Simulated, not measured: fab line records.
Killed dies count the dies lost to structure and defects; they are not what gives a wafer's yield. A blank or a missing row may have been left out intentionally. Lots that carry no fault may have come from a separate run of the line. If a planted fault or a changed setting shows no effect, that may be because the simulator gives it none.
Which tool was responsible?	flow n5_finfet	27 wafers from 9 lots sampled at 8 of the route's 1938 steps

== WHAT THE GAUGES SHOWED, per wafer ==
N5_BEOL_M4_INSPECT_59: inspects for defects (darkfield). Usual: raw_defect_count at 78, with a standard deviation of 23.
lot	measured	on	raw_defect_count	flag
L676	day 8 17:41	defect_inspect-02	187 92 70	
L675	day 8 20:28	defect_inspect-01	82 126 54	
L681	day 10 00:32	defect_inspect-01	93 100 90	
L682	day 11 03:56	defect_inspect-01	66 82 56	
L685	day 11 11:36	defect_inspect-01	57 72 75	
L683	day 11 16:34	defect_inspect-02	71 78 57	
L686	day 11 19:52	defect_inspect-01	90 102 76	
L691	day 13 00:00	defect_inspect-01	527 54 88	OFF
L692	day 13 05:34	defect_inspect-02	495 70 105	OFF

N5_BEOL_M4_RC_MEAS_101. Usual: DIBL_N 36.4 mV/V, standard deviation 1.6; DIBL_P 36.2 mV/V, standard deviation 1.8; IOFF_N 0.159 nA/um, standard deviation 0.029; IOFF_P 0.21 nA/um, standard deviation 0.034; ION_N 670 uA/um, standard deviation 12; ION_P 459 uA/um, standard deviation 8.2; SS_N 71.5 mV/dec, standard deviation 0.59; SS_P 73.2 mV/dec, standard deviation 0.54; VT_N 250 mV, standard deviation 3.3; VT_P -250 mV, standard deviation 3.7.
lot	measured	on	DIBL_N (mV/V)	DIBL_P (mV/V)	IOFF_N (nA/um)	IOFF_P (nA/um)	ION_N (uA/um)	ION_P (uA/um)	SS_N (mV/dec)	SS_P (mV/dec)	VT_N (mV)	VT_P (mV)	flag
L676	day 8 17:43	prober-02	34.2 34.8 36.8	33.1 34.2 35.6	0.127 0.133 0.163	0.17 0.19 0.21	658 660 668	450 454 462	71.2 70.8 72.0	73.0 73.5 72.5	253 252 252	-252 -252 -250	
L675	day 8 20:48	prober-02	35.8 36.6 36.6	37.4 37.3 37.5	0.150 0.153 0.164	0.20 0.20 0.21	673 659 671	460 447 459	71.2 71.3 71.5	73.4 73.6 73.1	248 251 251	-251 -252 -254	
L681	day 10 00:43	prober-01	35.7 37.6 37.2	36.0 38.7 38.2	0.152 0.200 0.187	0.24 0.28 0.27	668 680 688	469 470 472	71.6 71.9 72.0	73.0 73.7 74.3	248 246 244	-247 -248 -246	
L682	day 11 03:57	prober-01	35.2 35.8 37.1	33.9 34.4 36.6	0.121 0.130 0.148	0.16 0.16 0.19	656 657 664	441 441 452	71.2 71.6 71.6	73.0 72.5 73.4	254 257 252	-259 -258 -256	
L685	day 11 11:47	prober-02	37.8 37.7 35.8	38.0 36.4 34.1	0.182 0.181 0.142	0.23 0.19 0.16	673 684 659	463 456 445	71.8 72.6 71.4	73.8 73.7 72.9	250 249 253	-252 -254 -255	
L683	day 11 16:36	prober-01	35.4 34.2 36.1	35.6 34.4 38.2	0.146 0.130 0.167	0.17 0.15 0.20	671 657 672	458 442 455	71.8 72.3 72.0	72.9 72.1 73.4	250 255 249	-255 -256 -251	
L686	day 11 20:03	prober-01	36.5 34.5 36.1	36.5 33.8 36.9	0.153 0.119 0.135	0.20 0.16 0.20	663 657 658	457 449 459	71.3 70.7 70.6	73.3 72.7 73.9	250 256 253	-253 -254 -252	
L691	day 13 00:02	prober-01	32.9 34.7 33.8	34.3 34.9 33.9	0.119 0.137 0.137	0.18 0.19 0.18	657 665 670	457 458 464	70.4 70.4 70.4	72.8 73.4 73.3	251 253 250	-251 -250 -250	
L692	day 13 05:35	prober-01	36.0 34.9 36.2	35.5 33.7 38.1	0.161 0.129 0.158	0.20 0.17 0.23	663 654 675	454 449 464	71.7 71.8 72.1	72.9 72.5 73.4	253 257 253	-254 -254 -251	

N5_BEOL_M5_INSPECT_13: inspects for defects (brightfield). Usual: raw_defect_count at 465, with a standard deviation of 96.
lot	measured	on	raw_defect_count	flag
L676	day 8 21:59	defect_inspect-01	586 561 392	
L675	day 9 01:39	defect_inspect-02	507 651 345	
L681	day 10 04:42	defect_inspect-01	337 554 503	
L682	day 11 07:00	defect_inspect-01	357 403 326	
L685	day 11 14:37	defect_inspect-02	492 423 543	
L683	day 11 20:05	defect_inspect-01	351 460 382	
L686	day 11 23:14	defect_inspect-02	418 485 379	
L691	day 13 02:51	defect_inspect-02	849 467 546	
L692	day 13 08:53	defect_inspect-02	893 482 595	

N5_BEOL_M5_INSPECT_30: inspects for defects (brightfield). Usual: raw_defect_count at 461, with a standard deviation of 96.
lot	measured	on	raw_defect_count	flag
L676	day 9 00:50	defect_inspect-01	591 573 374	
L675	day 9 06:22	defect_inspect-02	507 644 328	
L681	day 10 07:43	defect_inspect-02	360 571 564	
L682	day 11 08:59	defect_inspect-01	357 377 324	
L685	day 11 15:36	defect_inspect-02	500 451 579	
L683	day 11 21:02	defect_inspect-02	423 486 431	
L686	day 12 03:07	defect_inspect-02	414 483 374	
L691	day 13 04:19	defect_inspect-02	842 494 563	
L692	day 13 09:59	defect_inspect-01	831 463 529	

== TOOL THAT RAN EACH LOT (tool first, then ch and the chambers of the sampled wafers, then the start) ==
lot	N5_BEOL_M4_ANNEAL_91	N5_BEOL_M4_SPUTTER_94	N5_BEOL_M4_ANNEAL_51	N5_BEOL_M4_PRE_CLEAN_60
L676	pvd_sputter-01, day 8 16:02	pvd_sputter-01, day 8 16:24	rtp_anneal-01 ch 0, day 8 16:49	cvd_co-01 ch 0,2, day 8 17:27
L675	pvd_sputter-03, day 8 18:49	pvd_sputter-03, day 8 19:10	rtp_anneal-01 ch 0, day 8 19:40	cvd_co-01 ch 1,2, day 8 20:13
L681	pvd_sputter-02, day 9 22:52	pvd_sputter-02, day 9 23:13	rtp_anneal-02 ch 0, day 9 23:41	cvd_co-02 ch 0,1,2, day 10 00:16
L682	pvd_sputter-03, day 11 02:16	pvd_sputter-03, day 11 02:38	rtp_anneal-02 ch 0, day 11 03:03	cvd_co-01 ch 0,1,2, day 11 03:41
L685	pvd_sputter-03, day 11 09:55	pvd_sputter-03, day 11 10:17	rtp_anneal-01 ch 0, day 11 10:44	cvd_co-01 ch 0,1,2, day 11 11:21
L683	pvd_sputter-02, day 11 14:54	pvd_sputter-02, day 11 15:16	rtp_anneal-02 ch 0, day 11 15:41	cvd_co-02 ch 0,2, day 11 16:19
L686	pvd_sputter-02, day 11 18:12	pvd_sputter-02, day 11 18:34	rtp_anneal-01 ch 0, day 11 19:02	cvd_co-02 ch 0,2, day 11 19:37
L691	pvd_sputter-02, day 12 22:21	pvd_sputter-02, day 12 22:43	rtp_anneal-01 ch 0, day 12 23:07	cvd_co-02 ch 0,2, day 12 23:45
L692	pvd_sputter-01, day 13 03:49	pvd_sputter-01, day 13 04:11	rtp_anneal-02 ch 0, day 13 04:41	cvd_co-02 ch 0,1,2, day 13 05:19
- N5_BEOL_M4_ANNEAL_91: time 240 s.
- N5_BEOL_M4_SPUTTER_94: material Cu, target thk 4.5 nm, time 8.29 s.
- N5_BEOL_M4_ANNEAL_51: time 90 s.
- N5_BEOL_M4_PRE_CLEAN_60: time 15 s.

== WHAT THE TOOLS THEMSELVES READ (means of the sampled wafers that have a number; where no wafer has one, the mark that the record gives instead) ==
N5_BEOL_M4_ANNEAL_91. Usual: heater_power_w at 807 W, with a standard deviation of 65.
lot	tool	heater_power_w (W)	flag
L676	pvd_sputter-01	785	
L675	pvd_sputter-03	810	
L681	pvd_sputter-02	814	
L682	pvd_sputter-03	831	
L685	pvd_sputter-03	836	
L683	pvd_sputter-02	827	
L686	pvd_sputter-02	808	
L691	pvd_sputter-02	831	
L692	pvd_sputter-01	791	

N5_BEOL_M4_SPUTTER_94. Usual: chuck_gas_flow_sccm 1.26 sccm, standard deviation 0.054; throttle_valve_pct 29.9 %, standard deviation 0.79.
lot	tool	chuck_gas_flow_sccm (sccm)	throttle_valve_pct (%)	flag
L676	pvd_sputter-01	1.27	30.0	
L675	pvd_sputter-03	1.26	29.6	
L681	pvd_sputter-02	1.27	30.5	
L682	pvd_sputter-03	1.31	28.5	
L685	pvd_sputter-03	1.25	29.8	
L683	pvd_sputter-02	1.24	30.3	
L686	pvd_sputter-02	1.26	29.8	
L691	pvd_sputter-02	1.25	30.1	
L692	pvd_sputter-01	1.24	30.0	

N5_BEOL_M4_ANNEAL_51. Usual: wafer_temp_C_max at 225.9, with a standard deviation of 0.32.
lot	tool	wafer_temp_C_max	flag
L676	rtp_anneal-01	225.7	
L675	rtp_anneal-01	225.7	
L681	rtp_anneal-02	225.9	
L682	rtp_anneal-02	226.2	
L685	rtp_anneal-01	225.7	
L683	rtp_anneal-02	225.8	
L686	rtp_anneal-01	225.5	
L691	rtp_anneal-01	225.5	
L692	rtp_anneal-02	226.1	

N5_BEOL_M4_PRE_CLEAN_60. Usual: heater_power_w at 83 W, with a standard deviation of 8.8.
lot	tool	heater_power_w (W)	flag
L676	cvd_co-01	88	
L675	cvd_co-01	88	
L681	cvd_co-02	81	
L682	cvd_co-01	86	
L685	cvd_co-01	87	
L683	cvd_co-02	88	
L686	cvd_co-02	88	
L691	cvd_co-02	87	
L692	cvd_co-02	80	

== THE ANSWER, worked out from the rows above alone ==
Rule: take the mean of a lot's wafers that have a number; if it is more than 3 standard deviations from the usual mean, the lot is off. Also off: a lot with no number at a reading for which 4 or more lots have one. All remaining lots with rows at the step are treated as sound. First the gauges in route order, then the tools' own readings, where a lot's mean is used as printed above. The first step at which some lot is off is used, and at that step the reading that is off furthest; a lot without a number counts as furthest.
Off: L691, L692 (N5_BEOL_M4_INSPECT_59, raw_defect_count).
A tool fits if, at a process step before that reading, it ran every lot that is off, and no sound lot after the first of them. Those tools and the gauges at N5_BEOL_M4_INSPECT_59 are tried in the same way. One candidate fits, namely cvd_co-02 at N5_BEOL_M4_PRE_CLEAN_60. Its last sound lot is L686 (day 11 19:37), its first lot that is off L691 (day 12 23:45): a fault that began between those two fits.

== WHAT THE SIMULATOR HAD PUT IN ==
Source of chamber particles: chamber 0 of cvd_co-02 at N5_BEOL_M4_PRE_CLEAN_60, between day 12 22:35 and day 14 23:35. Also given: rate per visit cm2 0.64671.
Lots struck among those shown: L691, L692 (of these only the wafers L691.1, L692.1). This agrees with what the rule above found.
